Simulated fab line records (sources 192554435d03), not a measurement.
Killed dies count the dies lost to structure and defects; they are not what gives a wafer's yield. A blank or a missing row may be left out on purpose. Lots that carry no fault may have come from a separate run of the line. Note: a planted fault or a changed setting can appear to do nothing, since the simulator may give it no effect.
Split-lot trial -- flow n5-finfet -- 21 wafers read across 7 lots, on a route 1938 steps long

## SPLIT DETAILS
At N5_SD_EPI_N_COAT_33 (time 60 s, resist thk 35 nm), the setting spin-rpm was moved away from the recipe's 1500 rpm on 6 of the 21 wafers read, by -9.9% to +10.3%. For the rest of the wafers, this setting stayed at what the recipe calls for.

## FROM THE SPLIT TO THE READING: what the file shows between them, 5 steps
- N5_SD_EPI_N_DEVELOP_08: develop time 30 s (also split here: develop-time-s)
- N5_SD_EPI_N_DESCUM_14: chemistry O2, time 7.9 s
- N5_SD_EPI_N_ETCH_34: etches SiARC in CF4, target depth 45.5 nm, time 75.8 s
- N5_SD_EPI_N_ETCH_35: etches SOC in N2/H2, overetch 108 nm, time 486 s
- N5_SD_EPI_N_STRIP_36: strips in N2/H2

## THE READING
SiARC_of_SD_EPI_N_COAT_33.thk-nm (the simulator's own value, which no gauge read), in nm, at N5_SD_EPI_N_ETCHBACK_44 (etches SiNx in CH3F/O2, stops on SiO2, target depth 14.5 nm). No usual value for it is given in the file. Average 15.6 nm, standard deviation 0.38 nm, over the 15 wafers here run with the recipe.

wafer,"tool, chamber at the split","spin-rpm as run, rpm",against the recipe,"SiARC_of_SD_EPI_N_COAT_33.thk-nm, nm",against lot-mates on the recipe
L075.4,"litho-track-03, 0",1500,recipe,16.4,-
L075.6,"litho-track-03, 0",1500,recipe,16.4,-
L075.5,"litho-track-03, 0",1654,+10.3%,14.4,-2.0
L076.2,"litho-track-01, 0",1500,recipe,15.4,-
L076.5,"litho-track-01, 0",1500,recipe,15.4,-
L076.3,"litho-track-01, 0",1500,recipe,15.2,-
L077.2,"litho-track-01, 0",1500,recipe,15.4,-
L077.3,"litho-track-01, 0",1500,recipe,15.8,-
L077.6,"litho-track-01, 0",1500,recipe,15.2,-
L080.2,"litho-track-03, 0",1351,-9.9%,17.2,+2.0
L080.5,"litho-track-03, 0",1351,-9.9%,17.2,+2.0
L080.3,"litho-track-03, 0",1500,recipe,15.2,-
L087.1,"litho-track-01, 0",1500,recipe,15.6,-
L087.3,"litho-track-01, 0",1500,recipe,15.8,-
L087.4,"litho-track-01, 0",1624,+8.3%,14.2,-1.5
L092.4,"litho-track-01, 0",1576,+5.1%,14.8,-0.6
L092.6,"litho-track-01, 0",1576,+5.1%,14.8,-0.6
L092.5,"litho-track-01, 0",1500,recipe,15.4,-
L097.1,"litho-track-01, 0",1500,recipe,15.4,-
L097.4,"litho-track-01, 0",1500,recipe,15.8,-
L097.6,"litho-track-01, 0",1500,recipe,15.8,-

FIT RESULTS
A straight line over all 21 wafers: SiARC_of_SD_EPI_N_COAT_33.thk-nm changes by -0.152 nm for each +1% of spin-rpm; r = -0.90; the points scatter about the line by 0.35 nm.
The same after taking each lot's own level away (the mean of its wafers on the recipe; 21 wafers): -0.187 nm for each +1%; r = -0.98; scatter 0.18 nm.
The reading moves by 1.9 nm for the largest change in spin-rpm, on that fit.
Measured against the standard deviation above, the lots' own levels, which go from 15.20 to 16.40 nm, span 3.2 times it.
So the lot-to-lot level changes the slope: the two fits differ.
Check: for one of the wafers moved furthest among these (+10.3%), held out of the fit, the line's prediction against its lot-mates is -1.83 nm. It came out at -2 nm against them.

## FURTHER SPLITS ON THESE WAFERS
Other splits were also applied to these wafers ahead of the reading. Each is held against what the fit with the lots' levels taken away leaves over:
other split on the same wafers,wafers away from the commonest value,r with SiARC_of_SD_EPI_N_COAT_33.thk-nm (lot level and that fit taken away)
N5_ZERO_LAYER_PECVD_02 time-s,4,+0.30
N5_ZERO_LAYER_COAT_05 spin-rpm,10,-0.04
N5_ZERO_LAYER_ETCH_18 bias-w,10,-0.17
N5_WELL_APT_COAT_02 spin-rpm,5,+0.01
N5_FIN_SAQP_EXPOSE_13 dose-mj,6,+0.00
N5_FIN_SAQP_ETCH_52 source-w,10,-0.12
N5_DUMMY_GATE_COAT_09 spin-rpm,9,-0.01
N5_SD_EPI_N_DEVELOP_08 develop-time-s,7,+0.28

## THE WHOLE CHAIN: every reading that the file lists as answering this split, in the file's order
step,what it does,reading,change (the file's fit),r (the file's)
N5_SD_EPI_N_COAT_33,"time 60 s, resist thk 35 nm","SiARC_of_SD_EPI_N_COAT_33.thk-nm (the simulator's own value, which no gauge read)",-0.16 nm for each +1% of the setting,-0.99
N5_SD_EPI_N_ETCH_34,"etches SiARC in CF4, target depth 45.5 nm, time 75.8 s",etch-rf-on-time-s,withheld for each +1% of the setting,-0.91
N5_SD_EPI_N_ETCH_34,"etches SiARC in CF4, target depth 45.5 nm, time 75.8 s","CAR-ArF-block_of_SD_EPI_N_COAT_03.thk-nm (the simulator's own value, which no gauge read)",+0.213 nm for each +1% of the setting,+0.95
N5_SD_EPI_N_ETCH_34,"etches SiARC in CF4, target depth 45.5 nm, time 75.8 s","etch.depth-nm (the simulator's own value, which no gauge read)",-0.164 nm for each +1% of the setting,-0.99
N5_SD_EPI_N_ETCH_35,"etches SOC in N2/H2, overetch 108 nm, time 486 s","SiARC_of_SD_EPI_N_COAT_33.thk-nm (the simulator's own value, which no gauge read)",-0.177 nm for each +1% of the setting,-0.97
N5_SD_EPI_N_ETCHBACK_44,"etches SiNx in CH3F/O2, stops on SiO2, target depth 14.5 nm","SiARC_of_SD_EPI_N_COAT_33.thk-nm (the simulator's own value, which no gauge read)",-0.187 nm for each +1% of the setting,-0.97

## THE FILE'S OWN FIT
SiARC_of_SD_EPI_N_COAT_33.thk-nm changes by -0.187 nm for each +1% of spin-rpm, r = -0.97.
